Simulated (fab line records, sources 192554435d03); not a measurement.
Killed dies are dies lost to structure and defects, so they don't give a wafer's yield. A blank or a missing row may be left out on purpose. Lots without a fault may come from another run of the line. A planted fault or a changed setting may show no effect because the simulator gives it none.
A struck lot beside a sound one | flow n5_finfet | 39 steps out of a route of 1938
Sound: wafers L258.1, L258.3, L258.6. Struck: wafer L250.5. (L250.2, L250.6 of the same lot were not struck and are left out.) The cause comes at the end.
At each step with rows: each side's tool, then ch and its chambers, then its first start. Under that, the readings that differ: sound wafers | struck wafers | difference of the means | sigmas: that difference in standard deviations of wafers without a fault.
alike: readings whose means differ by less than 2 such deviations, and words and numbers that are the same on both sides. not compared: withheld readings, readings that some wafer has no value for, bounds like >300 that may hide the same value, and numbers for which the record gives no deviation and whose values overlap.
The two part at a step that has a row with sigmas, a row that says differs or no value, or rows on one side only. Numbers that don't overlap but have no deviation are shown without sigmas and don't part them. A reading that every wafer of one side lacks parts them only if that side has two wafers or more.

first, 9 steps without rows for these wafers: N5_BEOL_M4_ANNEAL_95 (time 240 s); N5_BEOL_M4_SPUTTER_96 (material Cu, target thk 4.5 nm, time 8.29 s); N5_BEOL_M4_ECD_50 (material Cu, target thk 300 nm); N5_BEOL_M4_ANNEAL_51 (time 90 s); N5_BEOL_M4_CMP_52 (polishes, stops on SiOC, t overpolish 6.8 s, target thk 40 nm); N5_BEOL_M4_PRE_CLEAN_60 (time 15 s); N5_BEOL_M4_CO_CAP_55 (material Co, precursor CCTBA/H2, target thk 2 nm, time 102.1 s); N5_BEOL_M4_PRE_CLEAN_56 (time 15 s); N5_BEOL_M4_DEP_57 (deposits SiCN from 3MS/NH3, target thk 8 nm, time 14 s).
N5_BEOL_M4_RC_MEAS_101:
  sound on prober-01 ch 0, day 14 02:31; struck on prober-02 ch 0, day 11 08:40
  alike: DIBL_N, DIBL_P, IOFF_N, IOFF_P, ION_N, ION_P, SS_N, SS_P, VT_N, VT_P
then, 24 steps without rows for these wafers: N5_BEOL_M5_ILD_DEP_00 (deposits SiCOH lowk from DEMS/porogen, target thk 140.64 nm, time 25.9 s); N5_BEOL_M5_CURE_79 (cures SiCOH lowk, time 240 s); N5_BEOL_M5_PECVD_70 (deposits SiO2 from TEOS/O2, target thk 16 nm, time 18 s); N5_BEOL_M5_HM_DEP_02 (deposits TiN, target thk 20 nm); N5_BEOL_M5_COAT_59 (time 60 s, resist thk 60 nm); N5_BEOL_M5_COAT_60 (time 60 s, resist thk 12 nm); N5_BEOL_M5_COAT_71 (time 60 s, resist thk 5 nm); N5_BEOL_M5_COAT_05 (resist thk 30 nm); N5_BEOL_M5_EBR_07; N5_BEOL_M5_SOFTBAKE_06 (time 60 s); N5_BEOL_M5_EXPOSE_08 (exposes mask M5, target cd 28 nm); N5_BEOL_M5_PEB_09 (peb time 60 s); N5_BEOL_M5_DEVELOP_10 (develop time 30 s); N5_BEOL_M5_DESCUM_16 (chemistry O2, time 7 s); N5_BEOL_M5_ETCH_72 (etches underlayer in N2/H2, target depth 6.5 nm, time 5.2 s); N5_BEOL_M5_ETCH_61 (etches SiARC in CF4, target depth 15.6 nm, time 26 s); N5_BEOL_M5_ETCH_62 (etches SOC in N2/H2, target depth 75 nm, overetch 15 nm, time 112.5 s); N5_BEOL_M5_STRIP_63 (strips in N2/H2); N5_BEOL_M5_STRIP_73 (strips in N2/H2); N5_BEOL_M5_STRIP_64 (strips in CF4); N5_BEOL_M5_HM_OPEN_17 (chemistry Cl2/BCl3, target TiN, target depth 20 nm, overetch 6 nm); N5_BEOL_M5_STRIP_19 (strips in O2); N5_BEOL_M5_COAT_65 (time 60 s, resist thk 60 nm); N5_BEOL_M5_COAT_66 (time 60 s, resist thk 12 nm).
-- the record jumps here: 4 days lie between the struck wafers' starts before and after (it left off in module BEOL_M5 and takes up again in module BEOL_M15, whose first step shown is number 1809 of the route) --
N5_BEOL_M15_TRENCH_ETCH_34: etches SiO2 in C4F8/O2/Ar, target depth 872.93 nm, time 199 s.
  sound on rie_diel-03 ch 1,2,3, day 17 03:59; struck on rie_diel-04 ch 1, day 15 00:35
  reading                                    | sound             | struck | difference | sigmas
  throttle_valve_pct (%)                     | 30.77 30.89 31.09 | 30.47  | -0.45      | -2
  model.etch.depth_nm (nm)                   | 884.4 856.9 867.8 | 547.5  | -322.2     |
  model.coat_of_BEOL_M15_COAT_22.thk_nm (nm) | 537.4 545.6 541.6 | 609.8  | +68.3      |
  alike: chamber_pressure_mTorr, drypump_motor_current_A, he_outer_torr, oes_product_au, rf_vpp_V, showerhead_plenum_p_Torr
  not compared: rf_hours_counter_h
N5_BEOL_M15_CMP_49: polishes, stops on SiO2, t overpolish 4.9 s, target thk 850 nm.
  sound on cmp-02 ch 1,2,3, day 17 09:21; struck on cmp-04 ch 1, day 15 04:00
  reading                                 | sound             | struck | difference | sigmas
  model.Cu_of_BEOL_M15_ECD_47.thk_nm (nm) | 862.8 836.4 845.6 | 524.4  | -323.9     |
  alike: clearing_platen_down_force_psi, motor_current_A, slurry_filter_dp_kPa
  not compared: pad_life_wafers
N5_BEOL_M15_THK_MEAS_50: measures by xrf.
  sound on film_metro-01, day 17 09:39; struck on film_metro-02, day 15 04:16
  reading      | sound       | struck | difference | sigmas
  M15_THK (nm) | 848 816 826 | 512    | -318       | -32
N5_BEOL_M15_RS_MEAS_54: measures by four-point-probe.
  sound on film_metro-01, day 17 09:47; struck on film_metro-01, day 15 04:23
  reading         | sound                  | struck | difference | sigmas
  M15_RS (ohm/sq) | 0.02121 0.0219 0.02165 | 0.0353 | +0.0137    | +55
N5_PASSIVATION_PROBE_49:
  sound on prober-02, day 18 01:49; struck on prober-01, day 15 17:16
  reading              | sound   | struck | difference | sigmas
  killed_at_M4_up      | 9 12 17 | 33     | +20        | +4
  sort_bin_8_speed (%) | 0 0 0   | 0.51   | +0.51      | +73
  alike: defect_limited_yield, killed_at_M0_to_M3, killed_at_contacts, killed_at_front_end, killed_at_other, killed_dies, killed_on_rim, killed_open, killed_short, sort_bin_5_function, sort_bin_6_memory, sort_n_pass

WHERE THEY PART
First at N5_BEOL_M15_TRENCH_ETCH_34; last, within this record, at N5_PASSIVATION_PROBE_49.

WHY: what the simulator had put in
Process parameter drift: rie_diel-04, from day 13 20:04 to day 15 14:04, at N5_BEOL_M15_TRENCH_ETCH_34. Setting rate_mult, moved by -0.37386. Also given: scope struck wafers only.
